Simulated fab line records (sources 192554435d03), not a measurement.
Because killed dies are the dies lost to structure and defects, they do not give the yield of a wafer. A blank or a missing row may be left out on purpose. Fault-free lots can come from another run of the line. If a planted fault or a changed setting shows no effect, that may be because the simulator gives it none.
Matching of chambers || flow n5_finfet || N5_BEOL_M8_DEP_56 on pecvd-03 has 3 sister chambers
The step deposits SiCN from 3MS/NH3, target thk 10 nm, time 17.5 s. 14 wafers are shown with their chamber, then 7 later ones without.

WAFERS WITH THEIR CHAMBER
{"wafer": "L083.1", "chamber": 0, "showerhead_plenum_p_Torr (Torr)": 3.674, "throttle_valve_pct (%)": 9.07}
{"wafer": "L083.5", "chamber": 2, "showerhead_plenum_p_Torr (Torr)": 3.657, "throttle_valve_pct (%)": 9.08}
{"wafer": "L083.6", "chamber": 0, "showerhead_plenum_p_Torr (Torr)": 3.676, "throttle_valve_pct (%)": 8.98}
{"wafer": "L084.1", "chamber": 0, "showerhead_plenum_p_Torr (Torr)": 3.665, "throttle_valve_pct (%)": 9.24}
{"wafer": "L084.3", "chamber": 1, "showerhead_plenum_p_Torr (Torr)": 3.676, "throttle_valve_pct (%)": 9.08}
{"wafer": "L084.6", "chamber": 0, "showerhead_plenum_p_Torr (Torr)": 3.666, "throttle_valve_pct (%)": 8.71}
{"wafer": "L091.3", "chamber": 2, "showerhead_plenum_p_Torr (Torr)": 3.658, "throttle_valve_pct (%)": 8.85}
{"wafer": "L091.5", "chamber": 2, "showerhead_plenum_p_Torr (Torr)": 3.656, "throttle_valve_pct (%)": 8.60}
{"wafer": "L091.6", "chamber": 0, "showerhead_plenum_p_Torr (Torr)": 3.670, "throttle_valve_pct (%)": 9.01}
{"wafer": "L093.1", "chamber": 1, "showerhead_plenum_p_Torr (Torr)": 3.676, "throttle_valve_pct (%)": 9.14}
{"wafer": "L093.4", "chamber": 1, "showerhead_plenum_p_Torr (Torr)": 3.677, "throttle_valve_pct (%)": 8.87}
{"wafer": "L093.5", "chamber": 0, "showerhead_plenum_p_Torr (Torr)": 3.678, "throttle_valve_pct (%)": 9.00}
{"wafer": "L095.2", "chamber": 1, "showerhead_plenum_p_Torr (Torr)": 3.673, "throttle_valve_pct (%)": 9.16}
{"wafer": "L095.3", "chamber": 0, "showerhead_plenum_p_Torr (Torr)": 3.670, "throttle_valve_pct (%)": 9.09}

SIGNATURES, as means of the wafers listed above
{"reading": "showerhead_plenum_p_Torr", "chamber 0": 3.67129, "chamber 1": 3.67550, "chamber 2": 3.65700, "scatter within a chamber": 0.00377}
{"reading": "throttle_valve_pct", "chamber 0": 9.0143, "chamber 1": 9.0625, "chamber 2": 8.8433, "scatter within a chamber": 0.171}
Rule: a wafer's distance from a chamber is the root of the sum, over the readings, of the square of ((its reading less the chamber's mean) divided by the reading's scatter). The wafer belongs to the nearest chamber; if the next one is less than 2 further off, it can't be placed. How the scatter is found: for the shown wafers, subtract from each reading the mean of its chamber, square and add these, divide the total by (wafers less chambers), then take the root.

WAFERS WITH NO CHAMBER GIVEN
{"wafer": "L095.5", "showerhead_plenum_p_Torr (Torr)": 3.667, "throttle_valve_pct (%)": 9.00}
{"wafer": "L096.1", "showerhead_plenum_p_Torr (Torr)": 3.675, "throttle_valve_pct (%)": 9.06}
{"wafer": "L096.3", "showerhead_plenum_p_Torr (Torr)": 3.681, "throttle_valve_pct (%)": 9.15}
{"wafer": "L096.5", "showerhead_plenum_p_Torr (Torr)": 3.672, "throttle_valve_pct (%)": 8.97}
{"wafer": "L097.1", "showerhead_plenum_p_Torr (Torr)": 3.675, "throttle_valve_pct (%)": 9.42}
{"wafer": "L097.2", "showerhead_plenum_p_Torr (Torr)": 3.681, "throttle_valve_pct (%)": 9.05}
{"wafer": "L097.3", "showerhead_plenum_p_Torr (Torr)": 3.662, "throttle_valve_pct (%)": 9.06}

EACH ONE'S CHAMBER
{"wafer": "L095.5", "from the rows above": "can't be placed: 0 or 1 or 2", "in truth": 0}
{"wafer": "L096.1", "from the rows above": "can't be placed: 1 or 0", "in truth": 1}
{"wafer": "L096.3", "from the rows above": "can't be placed: 1 or 0", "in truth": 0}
{"wafer": "L096.5", "from the rows above": "can't be placed: 0 or 1", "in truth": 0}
{"wafer": "L097.1", "from the rows above": "can't be placed: 1 or 0", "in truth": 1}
{"wafer": "L097.2", "from the rows above": "can't be placed: 1 or 0", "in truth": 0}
{"wafer": "L097.3", "from the rows above": "can't be placed: 2 or 0 or 1", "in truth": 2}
0 of 7 placed correctly. These rows do not allow placing 7 (true chamber among the candidates in 7). Wrongly placed: 0.
